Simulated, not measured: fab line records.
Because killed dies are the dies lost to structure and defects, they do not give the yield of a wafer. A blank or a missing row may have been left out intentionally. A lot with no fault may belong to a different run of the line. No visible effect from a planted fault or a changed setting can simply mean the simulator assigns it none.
Comparing a struck lot with a sound one | flow n5-finfet | 45 steps out of a route of 1938
Sound: the wafers L201.2, L201.3, L201.5. The struck wafers were L192.1, L192.3, L192.4. The cause comes at the end.
Order at every step that has rows: each side's tool, ch and its chambers, its first start. Under that, the readings that differ: sound wafers | struck wafers | difference of the means | sigmas: that difference in standard deviations of wafers without a fault.
alike: readings whose means differ by less than 2 such deviations, and words and numbers that are the same on both sides. not compared: withheld readings, readings that some wafer has no value for, bounds like >300 that may hide the same value, and numbers for which the record gives no deviation and whose values overlap.
The two part at a step that has a row with sigmas, a row that says differs or no value, or rows on one side only. Non-overlapping numbers with no deviation appear without sigmas and do not part them. A reading that every wafer of one side lacks parts them only if that side has two wafers or more.

first, 11 steps without rows for these wafers: N5_BEOL_M2_DESCUM_33 (chemistry O2, time 7 s); N5_BEOL_M2_ETCH_77 (etches underlayer in N2/H2, target depth 6.5 nm, time 5.2 s); N5_BEOL_M2_ETCH_69 (etches SiARC in CF4, target depth 15.6 nm, time 26 s); N5_BEOL_M2_ALD_98 (deposits SiO2, target thk 2.5 nm, pulse time 1 s, co reactant pulse time 1 s); N5_BEOL_M2_ETCHBACK_99 (etches SiO2 in CHF3, target depth 5 nm, time 10.4 s); N5_BEOL_M2_ETCH_70 (etches SOC in N2/H2, target depth 80 nm, overetch 24 nm, time 130 s); N5_BEOL_M2_STRIP_71 (strips in N2/H2); N5_BEOL_M2_STRIP_78 (strips in N2/H2); N5_BEOL_M2_VIA_ETCH_34 (etches the open film in C4F6/O2, target depth 69.4 nm, time 65.9 s); N5_BEOL_M2_STRIP_83 (strips in C4F6/O2); N5_BEOL_M2_STRIP_36 (strips in N2/H2).
N5_BEOL_M2_TRENCH_ETCH_37: etches SiOC in C4F6/O2, target depth 55.555 nm, time 29.2 s.
  sound on rie-diel-06 ch 0,1,2, day 11 20:17; struck on rie-diel-04 ch 0,2,3, day 8 23:19
  reading                                    | sound             | struck            | difference | sigmas
  model.BEOL_M2.feature-depth-nm (nm)        | 55.4 54.4 56.2    | 40.2 40.2 41.4    | -14.7      |
  model.etch.depth-nm (nm)                   | 55.43 54.37 56.12 | 40.13 40.26 41.43 | -14.70     |
  model.TiN_of_BEOL_M2_HM_DEP_02.thk-nm (nm) | 17.6 17.8 17.8    | 18.4 18 18.2      | +0.5       |
  alike: chamber-pressure-mTorr, drypump-motor-current-A, oes_f_703_au, oes-product-au, rf-vpp-V, showerhead-plenum-p-Torr, throttle-valve-pct
  not compared: rf-hours-counter-h
then, 2 steps without rows for these wafers: N5_BEOL_M2_ETCH_41 (etches SiCN in CH3F/O2, target depth 29.9 nm, time 52.5 s); N5_BEOL_M2_STRIP_97 (strips in N2/H2, time 10 s).
N5_BEOL_M2_OCD_MEAS_38:
  sound on ocd-02, day 11 20:27; struck on ocd-01, day 8 23:28
  reading              | sound          | struck         | difference | sigmas
  trench-depth-nm (nm) | 55.5 54.3 56.3 | 40.0 40.2 41.4 | -14.8      | -15
then, 25 steps without rows for these wafers: N5_BEOL_M2_HM_STRIP_39 (strips TiN in peroxide tin strip, target depth 25 nm, time 158 s); N5_BEOL_M2_SRD_40 (time 30 s); N5_BEOL_M2_PRECLEAN_42 (cleans in residue remover, time 60 s); N5_BEOL_M2_SRD_43 (time 30 s); N5_BEOL_M2_DEGAS_44 (time 60 s); N5_BEOL_M2_PRE_CLEAN_45 (time 30 s); N5_BEOL_M2_ALD_84 (deposits TaN, pulse time 2 s, purge time 3 s, co reactant purge time 2 s); N5_BEOL_M2_SURFACE_TREAT_85; N5_BEOL_M2_CVD_47 (deposits Co from CCTBA/H2, target thk 3 nm, time 223.8 s); N5_BEOL_M2_SPUTTER_48 (material Cu, target thk 4.5 nm, time 8.29 s); N5_BEOL_M2_ANNEAL_49 (time 240 s); N5_BEOL_M2_SPUTTER_79 (material Cu, target thk 4.5 nm, time 8.29 s); N5_BEOL_M2_ANNEAL_80 (time 240 s); N5_BEOL_M2_SPUTTER_81 (material Cu, target thk 4.5 nm, time 8.29 s); N5_BEOL_M2_ANNEAL_82 (time 240 s); N5_BEOL_M2_SPUTTER_86 (material Cu, target thk 4.5 nm, time 8.29 s); N5_BEOL_M2_ANNEAL_87 (time 240 s); N5_BEOL_M2_SPUTTER_88 (material Cu, target thk 4.5 nm, time 8.29 s); N5_BEOL_M2_ANNEAL_89 (time 240 s); N5_BEOL_M2_SPUTTER_90 (material Cu, target thk 4.5 nm, time 8.29 s); N5_BEOL_M2_ANNEAL_91 (time 240 s); N5_BEOL_M2_SPUTTER_92 (material Cu, target thk 4.5 nm, time 8.29 s); N5_BEOL_M2_ANNEAL_93 (time 240 s); N5_BEOL_M2_SPUTTER_94 (material Cu, target thk 4.5 nm, time 8.29 s); N5_BEOL_M2_ANNEAL_95 (time 240 s).
N5_BEOL_M2_CMP_52: polishes, stops on SiOC, t overpolish 6.8 s, target thk 40 nm.
  sound on cmp-03 ch 2,3, day 12 00:03; struck on cmp-04 ch 0,1,2, day 9 03:05
  reading                                | sound        | struck     | difference | sigmas
  model.Cu_of_BEOL_M2_ECD_50.thk-nm (nm) | 40.6 39.4 40 | 24.8 25 26 | -14.7      |
  alike: barrier-field-endpoint-s, motor-current-A, overpolish-run-s, time-to-endpoint-s
N5_BEOL_M2_THK_MEAS_53: measures by xrf.
  sound on film-metro-01, day 12 00:21; struck on film-metro-02, day 9 03:20
  reading     | sound          | struck         | difference | sigmas
  M2_THK (nm) | 39.9 38.8 39.5 | 24.8 24.8 25.9 | -14.2      | -9
N5_BEOL_M2_RS_MEAS_58: measurement is done with a four-point probe.
  sound on film-metro-02, day 12 00:37; struck on film-metro-01, day 9 03:40
  reading        | sound          | struck         | difference | sigmas
  M2_RS (ohm/sq) | 0.66 0.68 0.67 | 1.26 1.25 1.18 | +0.56      | +17
N5_BEOL_M4_RC_MEAS_101:
  sound on prober-02 ch 0, day 12 22:29; struck on prober-02 ch 0, day 10 04:01
  reading                   | sound       | struck      | difference | sigmas
  SERP_M2 (ohm/um)          | 189 187 192 | 333 301 315 | +127       | +10
  SERP_M2_max_site (ohm/um) | 208 190 202 | 357 313 327 | +132       | +8
  alike: DIBL_N, DIBL_P, IOFF_N, IOFF_P, ION_N, ION_P, SS_N, SS_P, VT_N, VT_P
-- a jump in the record: the struck wafers' starts before and after are 5 days apart (it breaks off in module BEOL_M4 and resumes in module PASSIVATION, where the first step shown is number 1936 of the route) --
N5_PASSIVATION_PROBE_49:
  sound on prober-01, day 17 07:40; struck on prober-02, day 14 20:58
  reading              | sound    | struck         | difference | sigmas
  killed-at-front-end  | 51 58 50 | 41 24 34       | -20        | -2
  sort_bin_8_speed (%) | 0 0 0    | 0.85 0.59 0.68 | +0.71      | +59
  alike: defect-limited-yield, killed_at_M0_to_M3, killed_at_M4_up, killed-at-contacts, killed-at-other, killed-dies, killed-on-rim, killed-open, killed-short, sort_bin_5_function, sort_bin_6_memory, sort-n-pass

WHERE THEY PART
At N5_BEOL_M2_OCD_MEAS_38 first; at N5_PASSIVATION_PROBE_49 last (within this record only).

WHY: whatever the simulator had introduced
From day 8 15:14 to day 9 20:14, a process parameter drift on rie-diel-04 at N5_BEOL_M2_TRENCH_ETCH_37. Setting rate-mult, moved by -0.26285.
